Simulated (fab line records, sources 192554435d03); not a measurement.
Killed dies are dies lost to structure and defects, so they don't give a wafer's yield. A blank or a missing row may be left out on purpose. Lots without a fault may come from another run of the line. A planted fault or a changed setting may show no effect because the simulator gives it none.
Chamber matching | flow n5_finfet | N5_BEOL_M0_SAQP_STRIP_75 on rie_diel-02: 4 sister chambers
The step strips in CF4. 8 wafers are shown with their chamber, then 7 later ones without.

WAFERS WITH THEIR CHAMBER
wafer  | chamber | showerhead_plenum_p_Torr (Torr) | throttle_valve_pct (%)
L078.1 | 1       | 1.74                            | 13.97
L079.6 | 3       | 1.77                            | 13.98
L084.5 | 0       | 1.81                            | 13.71
L086.1 | 0       | 1.81                            | 13.71
L086.3 | 2       | 1.86                            | 13.73
L086.4 | 1       | 1.74                            | 14.03
L088.1 | 2       | 1.86                            | 13.73
L088.3 | 3       | 1.76                            | 14.02

WAFERS WITHOUT THEIR CHAMBER
wafer  | showerhead_plenum_p_Torr (Torr) | throttle_valve_pct (%)
L088.5 | 1.76                            | 14.01
L090.1 | 1.74                            | 14.03
L090.2 | 1.76                            | 14.03
L090.5 | 1.86                            | 13.74
L095.1 | 1.81                            | 13.13
L095.3 | 1.86                            | 13.77
L095.4 | 1.76                            | 14.04

WHICH CHAMBER EACH WENT THROUGH
wafer  | from the rows above | in truth
L088.5 | 3                   | 3
L090.1 | 1                   | 1
L090.2 | 3                   | 3
L090.5 | 2                   | 2
L095.1 | 0                   | 0
L095.3 | 2                   | 2
L095.4 | 3                   | 3
Placed correctly: 7 of 7. Can't be placed from these rows: 0. Placed wrongly: 0.
How it was worked out, from the rows above alone: a wafer's distance from a chamber is the root of the sum, over the readings, of the square of ((its reading less the chamber's mean) divided by the reading's scatter). The wafer belongs to the nearest chamber; if the next one is less than 2 further off, it can't be placed. A chamber's mean is the mean of its shown wafers. The scatter: the root of (the sum of the squares of (reading less its chamber's mean) over the shown wafers, divided by (wafers less chambers)).
